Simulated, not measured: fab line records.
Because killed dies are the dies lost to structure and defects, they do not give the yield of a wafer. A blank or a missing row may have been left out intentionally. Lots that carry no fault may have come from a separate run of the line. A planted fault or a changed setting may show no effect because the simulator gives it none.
Chamber matching :: flow nand_harc :: 4 sister chambers for NHARC_P_M1_CMP_23 on cmp-04
The step polishes, t overpolish 20 s, target thk 157.82 nm. 4 wafers are shown with their chamber, then 7 later ones without.

== WAFERS WITH THEIR CHAMBER ==
wafer: L086.2
chamber: 1
motor_current_A (A): 9.5

wafer: L089.4
chamber: 2
motor_current_A (A): 11.5

wafer: L092.2
chamber: 3
motor_current_A (A): 12.1

wafer: L093.1
chamber: 0
motor_current_A (A): 9.7

== WAFERS WITH NO CHAMBER GIVEN ==
wafer: L093.2
motor_current_A (A): 10.2

wafer: L093.4
motor_current_A (A): 11.9

wafer: L094.1
motor_current_A (A): 10.7

wafer: L094.2
motor_current_A (A): 11.9

wafer: L094.4
motor_current_A (A): 10.1

wafer: L097.2
motor_current_A (A): 10.1

wafer: L097.4
motor_current_A (A): 12.2

== EACH ONE'S CHAMBER ==
wafer: L093.2
from the rows above: can't be placed: 0 or 1 or 2
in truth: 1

wafer: L093.4
from the rows above: can't be placed: 3 or 2
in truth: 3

wafer: L094.1
from the rows above: can't be placed: 2 or 0 or 1 or 3
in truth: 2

wafer: L094.2
from the rows above: can't be placed: 3 or 2
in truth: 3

wafer: L094.4
from the rows above: can't be placed: 0 or 1
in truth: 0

wafer: L097.2
from the rows above: can't be placed: 0 or 1
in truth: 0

wafer: L097.4
from the rows above: can't be placed: 3 or 2
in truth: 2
Placed correctly: 0 of 7. Not placeable from these rows: 7 (in 7, the candidates include the true chamber). Number placed wrongly: 0.
How it was worked out, from the rows above alone: a wafer's distance from a chamber is the root of the sum, over the readings, of the square of ((its reading less the chamber's mean) divided by the reading's scatter). The wafer belongs to the nearest chamber; if the next one is less than 2 further off, it can't be placed. The mean given for a chamber averages the wafers shown for that chamber. The scatter: with one shown wafer a chamber, the root of the mean of the squares of how far each hidden wafer lies from its nearest shown one.
